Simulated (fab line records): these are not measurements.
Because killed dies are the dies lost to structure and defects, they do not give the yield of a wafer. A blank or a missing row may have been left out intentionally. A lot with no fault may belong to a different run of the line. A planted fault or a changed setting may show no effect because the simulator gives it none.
Split-lot experiment :: flow n5Finfet :: route with 1938 steps; 7 lots, 39 wafers read

## THE SPLIT ITSELF
At N5_BEOL_M4_TRENCH_ETCH_37 (etches SiOC in C4F6/O2, target depth 55.555 nm, time 29.2 s), the setting timeS was moved away from the recipe's 29.2 s on 12 of the 39 wafers read, by -35.0% to +49.1%. This setting was run at the recipe's value on the other wafers.

## FROM THE SPLIT TO THE READING: what the file shows between them, 8 steps
- N5_BEOL_M4_ETCH_41: etches SiCN in CH3F/O2, target depth 29.9 nm, time 52.5 s
- N5_BEOL_M4_STRIP_97: strips in N2/H2, time 10 s
- N5_BEOL_M4_OCD_MEAS_38
- N5_BEOL_M4_HM_STRIP_39: strips TiN in peroxide tin strip, target depth 25 nm, time 158 s
- N5_BEOL_M4_SRD_40: time 30 s
- N5_BEOL_M4_ECD_50: material Cu, target thk 300 nm
- N5_BEOL_M4_ANNEAL_51: time 90 s
- N5_BEOL_M4_CMP_52: polishes, stops on SiOC, t overpolish 6.8 s, target thk 40 nm

## THE READING
M4_THK, in nm, at N5_BEOL_M4_THK_MEAS_53 (measures by xrf). On this fab line, fault-free wafers typically give 42.1 nm with a standard deviation of 1.6 nm.

wafer: L080.1
tool, chamber at the split: rieDiel-06, 1
timeS as run, s: 18.97
against the recipe: -35.0%
M4_THK, nm: 21.4
against lot-mates on the recipe: -21.6

wafer: L080.2
tool, chamber at the split: rieDiel-06, 3
timeS as run, s: 29.2
against the recipe: recipe
M4_THK, nm: 43.3
against lot-mates on the recipe: -

wafer: L080.3
tool, chamber at the split: rieDiel-06, 0
timeS as run, s: 18.97
against the recipe: -35.0%
M4_THK, nm: 21.1
against lot-mates on the recipe: -21.9

wafer: L080.4
tool, chamber at the split: rieDiel-06, 2
timeS as run, s: 29.2
against the recipe: recipe
M4_THK, nm: 43.2
against lot-mates on the recipe: -

wafer: L080.5
tool, chamber at the split: rieDiel-06, 2
timeS as run, s: 18.97
against the recipe: -35.0%
M4_THK, nm: 21.4
against lot-mates on the recipe: -21.6

wafer: L080.6
tool, chamber at the split: rieDiel-06, 1
timeS as run, s: 29.2
against the recipe: recipe
M4_THK, nm: 42.4
against lot-mates on the recipe: -

wafer: L081.1
tool, chamber at the split: rieDiel-03, 2
timeS as run, s: 29.2
against the recipe: recipe
M4_THK, nm: 42.2
against lot-mates on the recipe: -

wafer: L081.2
tool, chamber at the split: rieDiel-03, 3
timeS as run, s: 29.2
against the recipe: recipe
M4_THK, nm: 42.4
against lot-mates on the recipe: -

wafer: L081.3
tool, chamber at the split: rieDiel-03, 0
timeS as run, s: 29.2
against the recipe: recipe
M4_THK, nm: 41.8
against lot-mates on the recipe: -

wafer: L081.4
tool, chamber at the split: rieDiel-03, 3
timeS as run, s: 29.2
against the recipe: recipe
M4_THK, nm: 44.0
against lot-mates on the recipe: -

wafer: L081.5
tool, chamber at the split: rieDiel-03, 0
timeS as run, s: 29.2
against the recipe: recipe
M4_THK, nm: 42.4
against lot-mates on the recipe: -

wafer: L081.6
tool, chamber at the split: rieDiel-03, 2
timeS as run, s: 29.2
against the recipe: recipe
M4_THK, nm: 43.7
against lot-mates on the recipe: -

wafer: L085.2
tool, chamber at the split: rieDiel-02, 3
timeS as run, s: 29.2
against the recipe: recipe
M4_THK, nm: 40.8
against lot-mates on the recipe: -

wafer: L085.4
tool, chamber at the split: rieDiel-02, 0
timeS as run, s: 29.2
against the recipe: recipe
M4_THK, nm: 40.0
against lot-mates on the recipe: -

wafer: L085.5
tool, chamber at the split: rieDiel-02, 0
timeS as run, s: 29.2
against the recipe: recipe
M4_THK, nm: 41.4
against lot-mates on the recipe: -

wafer: L084.1
tool, chamber at the split: rieDiel-03, 3
timeS as run, s: 29.2
against the recipe: recipe
M4_THK, nm: 40.8
against lot-mates on the recipe: -

wafer: L084.2
tool, chamber at the split: rieDiel-03, 2
timeS as run, s: 40.45
against the recipe: +38.5%
M4_THK, nm: 61.9
against lot-mates on the recipe: +22.3

wafer: L084.3
tool, chamber at the split: rieDiel-03, 0
timeS as run, s: 40.45
against the recipe: +38.5%
M4_THK, nm: 62.5
against lot-mates on the recipe: +22.9

wafer: L084.4
tool, chamber at the split: rieDiel-03, 1
timeS as run, s: 29.2
against the recipe: recipe
M4_THK, nm: 40.8
against lot-mates on the recipe: -

wafer: L084.5
tool, chamber at the split: rieDiel-03, 1
timeS as run, s: 40.45
against the recipe: +38.5%
M4_THK, nm: 63.9
against lot-mates on the recipe: +24.3

wafer: L084.6
tool, chamber at the split: rieDiel-03, 0
timeS as run, s: 29.2
against the recipe: recipe
M4_THK, nm: 37.3
against lot-mates on the recipe: -

wafer: L091.1
tool, chamber at the split: rieDiel-06, 1
timeS as run, s: 43.54
against the recipe: +49.1%
M4_THK, nm: 70.7
against lot-mates on the recipe: +27.5

wafer: L091.2
tool, chamber at the split: rieDiel-06, 3
timeS as run, s: 29.2
against the recipe: recipe
M4_THK, nm: 44.7
against lot-mates on the recipe: -

wafer: L091.3
tool, chamber at the split: rieDiel-06, 2
timeS as run, s: 43.54
against the recipe: +49.1%
M4_THK, nm: 72.2
against lot-mates on the recipe: +29.0

wafer: L091.4
tool, chamber at the split: rieDiel-06, 0
timeS as run, s: 29.2
against the recipe: recipe
M4_THK, nm: 42.6
against lot-mates on the recipe: -

wafer: L091.5
tool, chamber at the split: rieDiel-06, 2
timeS as run, s: 43.54
against the recipe: +49.1%
M4_THK, nm: 72.1
against lot-mates on the recipe: +28.9

wafer: L091.6
tool, chamber at the split: rieDiel-06, 1
timeS as run, s: 29.2
against the recipe: recipe
M4_THK, nm: 42.3
against lot-mates on the recipe: -

wafer: L093.1
tool, chamber at the split: rieDiel-06, 3
timeS as run, s: 29.2
against the recipe: recipe
M4_THK, nm: 42.4
against lot-mates on the recipe: -

wafer: L093.2
tool, chamber at the split: rieDiel-06, 0
timeS as run, s: 29.2
against the recipe: recipe
M4_THK, nm: 40.8
against lot-mates on the recipe: -

wafer: L093.3
tool, chamber at the split: rieDiel-06, 2
timeS as run, s: 29.2
against the recipe: recipe
M4_THK, nm: 42.7
against lot-mates on the recipe: -

wafer: L093.4
tool, chamber at the split: rieDiel-06, 1
timeS as run, s: 29.2
against the recipe: recipe
M4_THK, nm: 41.0
against lot-mates on the recipe: -

wafer: L093.5
tool, chamber at the split: rieDiel-06, 2
timeS as run, s: 29.2
against the recipe: recipe
M4_THK, nm: 42.2
against lot-mates on the recipe: -

wafer: L093.6
tool, chamber at the split: rieDiel-06, 1
timeS as run, s: 29.2
against the recipe: recipe
M4_THK, nm: 41.2
against lot-mates on the recipe: -

wafer: L097.1
tool, chamber at the split: rieDiel-02, 3
timeS as run, s: 29.2
against the recipe: recipe
M4_THK, nm: 39.4
against lot-mates on the recipe: -

wafer: L097.2
tool, chamber at the split: rieDiel-02, 1
timeS as run, s: 21.5
against the recipe: -26.4%
M4_THK, nm: 25.3
against lot-mates on the recipe: -15.1

wafer: L097.3
tool, chamber at the split: rieDiel-02, 0
timeS as run, s: 29.2
against the recipe: recipe
M4_THK, nm: 40.8
against lot-mates on the recipe: -

wafer: L097.4
tool, chamber at the split: rieDiel-02, 2
timeS as run, s: 21.5
against the recipe: -26.4%
M4_THK, nm: 27.8
against lot-mates on the recipe: -12.6

wafer: L097.5
tool, chamber at the split: rieDiel-02, 2
timeS as run, s: 21.5
against the recipe: -26.4%
M4_THK, nm: 28.3
against lot-mates on the recipe: -12.1

wafer: L097.6
tool, chamber at the split: rieDiel-02, 3
timeS as run, s: 29.2
against the recipe: recipe
M4_THK, nm: 41.0
against lot-mates on the recipe: -

THE FIT
A straight line over all 39 wafers: M4_THK changes by +0.581 nm for each +1% of timeS; r = +0.99; the points scatter about the line by 1.5 nm.
The same after taking each lot's own level away (the mean of its wafers on the recipe; 39 wafers): +0.584 nm for each +1%; r = +1.00; scatter 1.2 nm.
Per that fit: largest timeS move, reading shift of 29 nm.
The span of the lots' own levels, 39.63 to 43.20 nm, comes to 2.2 times the standard deviation stated above.
Hence the lot-to-lot level has little effect on the slope; both slopes agree.
Check: for one of the wafers moved furthest among these (+49.1%), held out of the fit, the line's prediction against its lot-mates is +29 nm. Against them it came out at +27.5 nm.

## FURTHER SPLITS ON THESE WAFERS
Note: prior to the reading, these wafers also went through further splits. Each is held against what the fit with the lots' levels taken away leaves over:
other split on the same wafers: N5_MOL_CONTACT_COAG_ETCHBACK_135 timeS
wafers away from the commonest value: 15
r with M4_THK (lot level and that fit taken away): -0.08

other split on the same wafers: N5_BEOL_M1_TRENCH_ETCH_37 targetDepthA
wafers away from the commonest value: 18
r with M4_THK (lot level and that fit taken away): -0.05

## THE WHOLE CHAIN: every reading that the file lists as answering this split, in the file's order
step: N5_BEOL_M4_TRENCH_ETCH_37
what it does: etches SiOC in C4F6/O2, target depth 55.555 nm, time 29.2 s
reading: etch.depthNm (the simulator's own value, which no gauge read)
change (the file's fit): +0.561 nm for each +1% of the setting
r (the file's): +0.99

step: N5_BEOL_M4_TRENCH_ETCH_37
what it does: etches SiOC in C4F6/O2, target depth 55.555 nm, time 29.2 s
reading: BEOL_M4.featureDepthNm (the simulator's own value, which no gauge read)
change (the file's fit): +0.56 nm for each +1% of the setting
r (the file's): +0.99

step: N5_BEOL_M4_TRENCH_ETCH_37
what it does: etches SiOC in C4F6/O2, target depth 55.555 nm, time 29.2 s
reading: TiN_of_BEOL_M4_HM_DEP_02.thkNm (the simulator's own value, which no gauge read)
change (the file's fit): -0.0243 nm for each +1% of the setting
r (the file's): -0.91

step: N5_BEOL_M4_OCD_MEAS_38
what it does: 
reading: trenchDepthNm
change (the file's fit): +0.564 nm for each +1% of the setting
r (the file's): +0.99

step: N5_BEOL_M4_CMP_52
what it does: polishes, stops on SiOC, t overpolish 6.8 s, target thk 40 nm
reading: Cu_of_BEOL_M4_ECD_50.thkNm (the simulator's own value, which no gauge read)
change (the file's fit): +0.556 nm for each +1% of the setting
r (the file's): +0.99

step: N5_BEOL_M4_THK_MEAS_53
what it does: measures by xrf
reading: M4_THK
change (the file's fit): +0.584 for each +1% of the setting
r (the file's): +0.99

step: N5_BEOL_M4_RS_MEAS_58
what it does: measures by four-point-probe
reading: M4_RS
change (the file's fit): not straight: 1.62 at the lowest setting, 0.66 at the recipe, 0.34 at the highest
r (the file's): not given

## FILE'S OWN FIT
M4_THK changes by +0.584 nm for each +1% of timeS, r = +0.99.
